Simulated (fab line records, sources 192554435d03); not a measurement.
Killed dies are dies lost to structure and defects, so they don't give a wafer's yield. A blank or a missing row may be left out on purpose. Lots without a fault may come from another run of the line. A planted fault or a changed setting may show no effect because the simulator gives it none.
Split-lot experiment | flow n5_finfet | 7 lots, 39 wafers read, on a route of 1938 steps

THE SPLIT
At N5_SD_EPI_P_SD_RECESS_17 (chemistry HBr/Cl2/O2, target depth 39.1 nm, bt time 3 s), the setting target_depth_a was moved away from the recipe's 391 angstrom on 18 of the 39 wafers read, by -9.5% to +8.5%. The other wafers ran this setting at the recipe's value.

The reading is taken at the split's own step.

THE READING
etch.depth_nm (the simulator's own value, which no gauge read), in nm, at N5_SD_EPI_P_SD_RECESS_17 (chemistry HBr/Cl2/O2, target depth 39.1 nm, bt time 3 s). The file gives no usual value for it. The 21 wafers here that ran the recipe average 38.82 nm, standard deviation 0.48 nm.

wafer  | tool, chamber at the split | target_depth_a as run, angstrom | against the recipe | etch.depth_nm, nm | against lot-mates on the recipe
L075.2 | rie_si-06, 0               | 391                             | recipe             | 38.68             | -
L075.3 | rie_si-06, 1               | 391                             | recipe             | 39.54             | -
L075.6 | rie_si-06, 2               | 391                             | recipe             | 39.05             | -
L077.1 | rie_si-06, 3               | 373.9                           | -4.4%              | 37.58             | -1.18
L077.2 | rie_si-06, 0               | 391                             | recipe             | 38.09             | -
L077.3 | rie_si-06, 2               | 391                             | recipe             | 38.94             | -
L077.4 | rie_si-06, 1               | 373.9                           | -4.4%              | 37.46             | -1.30
L077.5 | rie_si-06, 2               | 373.9                           | -4.4%              | 37.37             | -1.39
L077.6 | rie_si-06, 1               | 391                             | recipe             | 39.25             | -
L080.1 | rie_si-02, 2               | 421.6                           | +7.8%              | 42.15             | +3.43
L080.2 | rie_si-02, 0               | 391                             | recipe             | 38.65             | -
L080.3 | rie_si-02, 3               | 391                             | recipe             | 38.75             | -
L080.4 | rie_si-02, 1               | 391                             | recipe             | 38.77             | -
L080.5 | rie_si-02, 0               | 421.6                           | +7.8%              | 41.62             | +2.90
L080.6 | rie_si-02, 3               | 421.6                           | +7.8%              | 41.68             | +2.96
L086.1 | rie_si-06, 0               | 391                             | recipe             | 38.37             | -
L086.2 | rie_si-06, 3               | 391                             | recipe             | 39.14             | -
L086.3 | rie_si-06, 2               | 353.8                           | -9.5%              | 35.5              | -3.44
L086.4 | rie_si-06, 1               | 353.8                           | -9.5%              | 36.16             | -2.78
L086.5 | rie_si-06, 1               | 353.8                           | -9.5%              | 35.85             | -3.09
L086.6 | rie_si-06, 2               | 391                             | recipe             | 39.32             | -
L087.1 | rie_si-06, 3               | 391                             | recipe             | 39.41             | -
L087.2 | rie_si-06, 1               | 391                             | recipe             | 39.55             | -
L087.3 | rie_si-06, 0               | 417.8                           | +6.9%              | 41.08             | +1.95
L087.4 | rie_si-06, 2               | 417.8                           | +6.9%              | 42.13             | +3.00
L087.5 | rie_si-06, 1               | 417.8                           | +6.9%              | 42.36             | +3.23
L087.6 | rie_si-06, 0               | 391                             | recipe             | 38.43             | -
L090.1 | rie_si-02, 1               | 424.1                           | +8.5%              | 42.4              | +3.42
L090.2 | rie_si-02, 0               | 391                             | recipe             | 38.89             | -
L090.3 | rie_si-02, 3               | 391                             | recipe             | 38.96             | -
L090.4 | rie_si-02, 2               | 424.1                           | +8.5%              | 42.56             | +3.58
L090.5 | rie_si-02, 3               | 391                             | recipe             | 39.09             | -
L090.6 | rie_si-02, 2               | 424.1                           | +8.5%              | 42.11             | +3.13
L097.1 | rie_si-06, 1               | 373                             | -4.6%              | 37.75             | -0.39
L097.2 | rie_si-06, 0               | 391                             | recipe             | 37.57             | -
L097.3 | rie_si-06, 3               | 391                             | recipe             | 38.35             | -
L097.4 | rie_si-06, 2               | 391                             | recipe             | 38.51             | -
L097.5 | rie_si-06, 0               | 373                             | -4.6%              | 36.01             | -2.13
L097.6 | rie_si-06, 3               | 373                             | -4.6%              | 37.02             | -1.12

THE FIT
A straight line over all 39 wafers: etch.depth_nm changes by +0.375 nm for each +1% of target_depth_a; r = +0.96; the points scatter about the line by 0.51 nm.
The same after taking each lot's own level away (the mean of its wafers on the recipe; 39 wafers): +0.359 nm for each +1%; r = +0.97; scatter 0.43 nm.
On that fit, the largest move of target_depth_a shifts the reading by 3.4 nm.
The lots' own levels span 38.143 to 39.130 nm, that is 2.0 times the standard deviation above.
So the lot-to-lot level changes the slope little: the two slopes agree.
Check: with one of the wafers moved furthest among these (-9.5%) left out of the fit, the line predicts -3.24 nm for it against its lot-mates. It came out at -3.44 nm against them.

OTHER SPLITS ON THESE WAFERS
These wafers also went through other splits before the reading. Each is held against what the fit with the lots' levels taken away leaves over:
other split on the same wafers          | wafers away from the commonest value | r with etch.depth_nm (lot level and that fit taken away)
N5_FIN_SAQP_SPACER2_ALD_28 target_thk_a | 9                                    | -0.12
N5_DUMMY_GATE_ETCH_32 time_s            | 9                                    | +0.03

THE WHOLE CHAIN: every reading that the file lists as answering this split, in the file's order
step                     | what it does                                            | reading                                                                    | change (the file's fit)               | r (the file's)
N5_SD_EPI_P_SD_RECESS_17 | chemistry HBr/Cl2/O2, target depth 39.1 nm, bt time 3 s | SD_EPI_P.feature_depth_nm (the simulator's own value, which no gauge read) | +0.367 nm for each +1% of the setting | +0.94
N5_SD_EPI_P_SD_RECESS_17 | chemistry HBr/Cl2/O2, target depth 39.1 nm, bt time 3 s | etch.depth_nm (the simulator's own value, which no gauge read)             | +0.361 nm for each +1% of the setting | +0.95

THE FILE'S OWN FIT
etch.depth_nm changes by +0.361 nm for each +1% of target_depth_a, r = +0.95.
